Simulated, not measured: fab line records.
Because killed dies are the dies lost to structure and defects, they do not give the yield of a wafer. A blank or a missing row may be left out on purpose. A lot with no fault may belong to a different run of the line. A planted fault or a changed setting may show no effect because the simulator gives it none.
Which tool did it? + flow nand harc + 24 lots with 72 wafers sampled at 6 steps, on a route of 1302 steps

== WHAT EACH GAUGE READ, for each wafer ==
NHARC_A_M1_CD_MEAS_09 targets a cd of 120 nm.
| lot  | measured     | on        | cd nm (nm)        |
|------|--------------|-----------|-------------------|
| L074 | day 23 17:09 | cd sem-02 | 119.6 120.4 119.4 |
| L075 | day 23 18:35 | cd sem-02 | 119.2 118.9 119.5 |
| L077 | day 23 23:53 | cd sem-02 | 120.5 121.0 118.4 |
| L076 | day 24 08:13 | cd sem-03 | 119.3 118.9 118.1 |
| L078 | day 24 08:30 | cd sem-01 | 120.3 118.4 120.3 |
| L079 | day 24 11:02 | cd sem-02 | 119.4 118.7 118.7 |
| L081 | day 25 13:30 | cd sem-01 | 119.3 120.5 120.5 |
| L080 | day 25 16:17 | cd sem-03 | 119.7 120.2 120.6 |
| L082 | day 26 02:49 | cd sem-03 | 120.5 119.5 119.7 |
| L083 | day 26 05:10 | cd sem-01 | 119.4 120.3 120.2 |
| L084 | day 27 02:37 | cd sem-02 | 119.8 119.0 119.5 |
| L085 | day 27 09:23 | cd sem-02 | 119.1 117.8 117.9 |
| L086 | day 27 10:23 | cd sem-02 | 120.7 120.8 119.3 |
| L089 | day 28 10:23 | cd sem-03 | 120.8 119.7 119.9 |
| L088 | day 28 11:26 | cd sem-03 | 120.1 119.5 118.6 |
| L087 | day 28 16:48 | cd sem-01 | 118.9 118.6 119.1 |
| L092 | day 29 19:26 | cd sem-02 | 118.1 119.1 118.1 |
| L090 | day 29 22:14 | cd sem-02 | 119.6 118.7 119.2 |
| L091 | day 29 23:17 | cd sem-03 | 120.5 119.5 120.0 |
| L093 | day 30 20:28 | cd sem-02 | 120.0 119.2 119.8 |
| L094 | day 31 04:16 | cd sem-01 | 119.2 119.2 120.7 |
| L096 | day 31 23:37 | cd sem-01 | 119.4 119.4 117.8 |
| L095 | day 32 03:32 | cd sem-02 | 119.3 119.8 119.9 |
| L097 | day 32 15:29 | cd sem-02 | 120.0 118.1 119.7 |

NHARC_A_M1_INSPECT_27.
| lot  | measured     | on                | raw defect count |
|------|--------------|-------------------|------------------|
| L074 | day 23 19:53 | defect inspect-02 | 415 545 584      |
| L075 | day 23 21:22 | defect inspect-01 | 477 406 529      |
| L077 | day 24 02:38 | defect inspect-02 | 376 341 446      |
| L076 | day 24 10:59 | defect inspect-01 | 519 536 531      |
| L078 | day 24 11:24 | defect inspect-02 | 532 593 451      |
| L079 | day 24 13:49 | defect inspect-01 | 771 599 597      |
| L081 | day 25 16:15 | defect inspect-02 | 434 537 413      |
| L080 | day 25 19:22 | defect inspect-02 | 561 530 958      |
| L082 | day 26 05:35 | defect inspect-01 | 500 661 532      |
| L083 | day 26 07:56 | defect inspect-01 | 484 527 520      |
| L084 | day 27 05:50 | defect inspect-01 | 514 612 510      |
| L085 | day 27 12:11 | defect inspect-02 | 713 531 817      |
| L086 | day 27 13:09 | defect inspect-01 | 385 508 398      |
| L089 | day 28 13:11 | defect inspect-01 | 546 538 552      |
| L088 | day 28 14:13 | defect inspect-01 | 666 558 569      |
| L087 | day 28 19:34 | defect inspect-02 | 450 556 583      |
| L092 | day 29 22:12 | defect inspect-02 | 929 504 877      |
| L090 | day 30 00:59 | defect inspect-01 | 572 713 835      |
| L091 | day 30 02:03 | defect inspect-02 | 534 384 454      |
| L093 | day 30 23:17 | defect inspect-02 | 617 472 516      |
| L094 | day 31 07:05 | defect inspect-01 | 492 671 517      |
| L096 | day 32 02:38 | defect inspect-02 | 354 588 436      |
| L095 | day 32 06:18 | defect inspect-01 | 276 247 280      |
| L097 | day 32 18:17 | defect inspect-02 | 463 514 522      |

NHARC_A_BONDPAD_CD_MEAS_09 targets a cd of 500 nm.
| lot  | measured     | on        | cd nm (nm)        |
|------|--------------|-----------|-------------------|
| L074 | day 23 21:49 | cd sem-02 | 497.5 501.4 503.5 |
| L075 | day 23 23:10 | cd sem-01 | 500.0 499.8 498.8 |
| L077 | day 24 04:34 | cd sem-02 | 502.6 503.6 500.3 |
| L076 | day 24 12:47 | cd sem-03 | 500.8 499.3 500.7 |
| L078 | day 24 13:20 | cd sem-02 | 504.2 499.4 505.2 |
| L079 | day 24 15:44 | cd sem-03 | 494.0 498.9 504.1 |
| L081 | day 25 18:10 | cd sem-01 | 499.3 501.8 498.0 |
| L080 | day 25 21:11 | cd sem-02 | 498.5 502.4 502.6 |
| L082 | day 26 07:41 | cd sem-02 | 499.7 499.2 498.1 |
| L083 | day 26 10:02 | cd sem-03 | 499.0 503.1 503.7 |
| L084 | day 27 07:46 | cd sem-02 | 501.3 500.1 500.9 |
| L085 | day 27 14:06 | cd sem-03 | 499.7 500.0 504.2 |
| L086 | day 27 15:04 | cd sem-03 | 501.0 503.6 497.8 |
| L089 | day 28 14:59 | cd sem-01 | 505.2 499.7 495.3 |
| L088 | day 28 16:11 | cd sem-03 | 498.5 498.8 504.0 |
| L087 | day 28 21:30 | cd sem-03 | 501.3 499.1 500.7 |
| L092 | day 30 00:01 | cd sem-01 | 501.1 500.5 500.4 |
| L090 | day 30 02:47 | cd sem-02 | 499.4 502.8 503.1 |
| L091 | day 30 03:59 | cd sem-01 | 497.1 501.7 498.5 |
| L093 | day 31 01:12 | cd sem-02 | 500.8 500.9 501.6 |
| L094 | day 31 08:55 | cd sem-01 | 496.8 500.2 503.6 |
| L096 | day 32 04:34 | cd sem-02 | 500.9 502.3 501.8 |
| L095 | day 32 08:14 | cd sem-02 | 502.2 505.7 501.0 |
| L097 | day 32 20:05 | cd sem-03 | 501.9 503.3 501.8 |

NHARC_A_BONDPAD_CD_MEAS_13.
| lot  | measured     | on        | cd nm (nm)        |
|------|--------------|-----------|-------------------|
| L074 | day 23 22:21 | cd sem-02 | 496.7 500.5 500.0 |
| L075 | day 23 23:41 | cd sem-02 | 501.2 498.7 497.8 |
| L077 | day 24 05:07 | cd sem-01 | 503.2 503.5 500.2 |
| L076 | day 24 13:19 | cd sem-03 | 500.3 499.7 500.1 |
| L078 | day 24 13:53 | cd sem-03 | 503.5 501.3 504.1 |
| L079 | day 24 16:16 | cd sem-01 | 494.1 499.4 505.2 |
| L081 | day 25 18:47 | cd sem-02 | 498.6 502.6 497.3 |
| L080 | day 25 21:46 | cd sem-02 | 499.4 501.2 500.8 |
| L082 | day 26 08:13 | cd sem-02 | 499.5 501.0 498.7 |
| L083 | day 26 10:33 | cd sem-03 | 499.1 502.6 503.3 |
| L084 | day 27 08:19 | cd sem-02 | 501.2 499.7 501.7 |
| L085 | day 27 14:38 | cd sem-03 | 498.5 500.1 504.1 |
| L086 | day 27 15:36 | cd sem-02 | 499.4 503.3 496.3 |
| L089 | day 28 15:31 | cd sem-02 | 505.3 500.1 497.3 |
| L088 | day 28 16:43 | cd sem-03 | 497.9 499.7 504.3 |
| L087 | day 28 22:04 | cd sem-02 | 500.8 497.2 500.4 |
| L092 | day 30 00:32 | cd sem-02 | 499.7 501.0 500.2 |
| L090 | day 30 03:20 | cd sem-03 | 499.8 504.9 502.2 |
| L091 | day 30 04:31 | cd sem-03 | 496.7 502.2 495.8 |
| L093 | day 31 01:44 | cd sem-03 | 500.3 500.8 502.8 |
| L094 | day 31 09:26 | cd sem-01 | 497.2 501.1 504.1 |
| L096 | day 32 05:05 | cd sem-02 | 501.3 501.6 501.6 |
| L095 | day 32 08:47 | cd sem-02 | 503.8 506.0 501.1 |
| L097 | day 32 20:37 | cd sem-01 | 500.2 503.0 502.0 |

NHARC_A_BONDPAD_INSPECT_23.
| lot  | measured     | on                | raw defect count |
|------|--------------|-------------------|------------------|
| L074 | day 24 00:35 | defect inspect-01 | 442 532 498      |
| L075 | day 24 01:57 | defect inspect-01 | 721 636 609      |
| L077 | day 24 07:21 | defect inspect-02 | 577 426 493      |
| L076 | day 24 15:34 | defect inspect-02 | 397 433 386      |
| L078 | day 24 16:07 | defect inspect-02 | 464 475 492      |
| L079 | day 24 18:30 | defect inspect-02 | 541 580 611      |
| L081 | day 25 21:23 | defect inspect-02 | 874 688 653      |
| L080 | day 26 00:18 | defect inspect-01 | 439 723 462      |
| L082 | day 26 10:28 | defect inspect-01 | 409 554 324      |
| L083 | day 26 12:49 | defect inspect-01 | 965 581 574      |
| L084 | day 27 10:34 | defect inspect-02 | 446 433 548      |
| L085 | day 27 16:52 | defect inspect-01 | 553 485 455      |
| L086 | day 27 18:01 | defect inspect-01 | 522 587 478      |
| L089 | day 28 17:50 | defect inspect-01 | 727 505 819      |
| L088 | day 28 18:58 | defect inspect-02 | 831 538 477      |
| L087 | day 29 00:19 | defect inspect-01 | 500 683 566      |
| L092 | day 30 02:46 | defect inspect-01 | 588 446 695      |
| L090 | day 30 05:36 | defect inspect-02 | 650 518 559      |
| L091 | day 30 06:46 | defect inspect-01 | 593 548 634      |
| L093 | day 31 04:01 | defect inspect-01 | 461 574 667      |
| L094 | day 31 11:45 | defect inspect-02 | 765 550 692      |
| L096 | day 32 07:19 | defect inspect-01 | 478 431 473      |
| L095 | day 32 11:03 | defect inspect-01 | 469 438 343      |
| L097 | day 32 22:56 | defect inspect-01 | 709 942 673      |

== WHAT TOOL EACH LOT RAN ON (gives the tool, then ch and the chambers of the sampled wafers, and finally the start) ==
| lot  | NHARC_A_BONDPAD_DESCUM_11          |
|------|------------------------------------|
| L074 | rie diel-01 ch 1,2,3, day 23 22:03 |
| L075 | rie diel-01 ch 0,2,3, day 23 23:22 |
| L077 | rie diel-01 ch 0,1, day 24 04:47   |
| L076 | rie diel-07 ch 2,3, day 24 12:59   |
| L078 | rie diel-07 ch 0,1,2, day 24 13:35 |
| L079 | rie diel-01 ch 0,3, day 24 15:57   |
| L081 | rie diel-01 ch 0,1, day 25 18:23   |
| L080 | rie diel-01 ch 0,1,3, day 25 21:23 |
| L082 | rie diel-01 ch 1,2, day 26 07:53   |
| L083 | rie diel-13 ch 0,2,3, day 26 10:15 |
| L084 | rie diel-07 ch 0,3, day 27 07:58   |
| L085 | rie diel-01 ch 1,2,3, day 27 14:19 |
| L086 | rie diel-01 ch 1,3, day 27 15:17   |
| L089 | rie diel-01 ch 2,3, day 28 15:13   |
| L088 | rie diel-07 ch 0,1, day 28 16:24   |
| L087 | rie diel-01 ch 0,3, day 28 21:44   |
| L092 | rie diel-13 ch 2,3, day 30 00:14   |
| L090 | rie diel-01 ch 2,3, day 30 03:00   |
| L091 | rie diel-07 ch 1,2,3, day 30 04:12 |
| L093 | rie diel-01 ch 0,1,2, day 31 01:25 |
| L094 | rie diel-01 ch 2,3, day 31 09:08   |
| L096 | rie diel-01 ch 0,2,3, day 32 04:47 |
| L095 | rie diel-01 ch 0,2,3, day 32 08:28 |
| L097 | rie diel-01 ch 1,2,3, day 32 20:18 |
- NHARC_A_BONDPAD_DESCUM_11: chemistry O2, time 3 s.

== WHAT THE TOOLS THEMSELVES READ (means of the sampled wafers that have a number; where no wafer has one, the mark that the record gives instead) ==
NHARC_A_BONDPAD_DESCUM_11.
| lot  | tool        | drypump motor current A (A) | mfc ar sccm (sccm) | oes product au (a.u.) | rf vpp V (V) | showerhead plenum p Torr (Torr) | throttle valve pct (%) |
|------|-------------|-----------------------------|--------------------|-----------------------|--------------|---------------------------------|------------------------|
| L074 | rie diel-01 | 5.7                         | 0.023              | 1.003                 | 57.9         | 2.01                            | 11.307                 |
| L075 | rie diel-01 | 5.4                         | 0.021              | 1.007                 | 57.8         | 1.97                            | 11.312                 |
| L077 | rie diel-01 | 5.2                         | 0.031              | 1.012                 | 57.9         | 1.95                            | 11.311                 |
| L076 | rie diel-07 | 5.2                         | 0.010              | 1.020                 | 57.3         | 1.90                            | 11.317                 |
| L078 | rie diel-07 | 5.3                         | 0.011              | 1.010                 | 57.8         | 1.89                            | 11.308                 |
| L079 | rie diel-01 | 5.2                         | 0.031              | 1.007                 | 58.2         | 1.96                            | 11.319                 |
| L081 | rie diel-01 | 5.4                         | 0.032              | 1.011                 | 58.3         | 1.98                            | 11.314                 |
| L080 | rie diel-01 | 5.5                         | 0.033              | 1.006                 | 57.8         | 1.99                            | 11.315                 |
| L082 | rie diel-01 | 5.5                         | 0.011              | 0.999                 | 58.4         | 1.97                            | 11.310                 |
| L083 | rie diel-13 | 5.8                         | 0.000              | 1.005                 | 58.0         | 1.82                            | 11.308                 |
| L084 | rie diel-07 | 4.9                         | 0.011              | 1.001                 | 57.4         | 1.96                            | 11.320                 |
| L085 | rie diel-01 | 5.6                         | 0.023              | 1.001                 | 58.5         | 2.00                            | 11.312                 |
| L086 | rie diel-01 | 5.8                         | 0.034              | 1.003                 | 57.3         | 2.02                            | 11.312                 |
| L089 | rie diel-01 | 5.7                         | 0.023              | 0.997                 | 57.7         | 2.01                            | 11.308                 |
| L088 | rie diel-07 | 5.4                         | 0.006              | 1.005                 | 58.4         | 2.05                            | 11.311                 |
| L087 | rie diel-01 | 5.6                         | 0.033              | 0.981                 | 57.2         | 2.00                            | 11.307                 |
| L092 | rie diel-13 | 5.5                         | 0.000              | 1.013                 | 57.6         | 1.81                            | 11.304                 |
| L090 | rie diel-01 | 5.7                         | 0.023              | 0.998                 | 58.5         | 2.01                            | 11.304                 |
| L091 | rie diel-07 | 5.4                         | 0.005              | 1.011                 | 58.6         | 1.95                            | 11.312                 |
| L093 | rie diel-01 | 5.4                         | 0.021              | 0.996                 | 57.7         | 1.95                            | 11.317                 |
| L094 | rie diel-01 | 5.7                         | 0.023              | 1.003                 | 58.5         | 2.01                            | 11.306                 |
| L096 | rie diel-01 | 5.4                         | 0.021              | 1.005                 | 58.0         | 1.97                            | 11.315                 |
| L095 | rie diel-01 | 5.4                         | 0.021              | 1.004                 | 57.4         | 1.97                            | 11.311                 |
| L097 | rie diel-01 | 5.7                         | 0.023              | 1.001                 | 57.5         | 2.00                            | 11.314                 |

== THE ANSWER, worked out from the rows above alone ==
Rule: the usual values come from the lots themselves. The widest of any qualifying gaps counts: lots, ordered by their means at a reading, are off when they make up no more than a third of the lots, leave a main group of 4 or more, and stand apart from it by 3 or more times the standard deviation of that group's means. If all means in a main group match to the digits the tables above print for the reading, that group is not used. A lot without any number at a reading at which 4 lots or more have one is off too. Any other lot the step has rows for is counted as sound. After the gauges, taken in route order, come the tools' own readings; for these a lot's mean is taken, as printed above. At the first step where some lot is off, the reading lying furthest off is the one used; lots without a number count as furthest.
No lot is off at any reading shown: from this, nothing can be told.

== WHAT THE SIMULATOR HAD PUT IN ==
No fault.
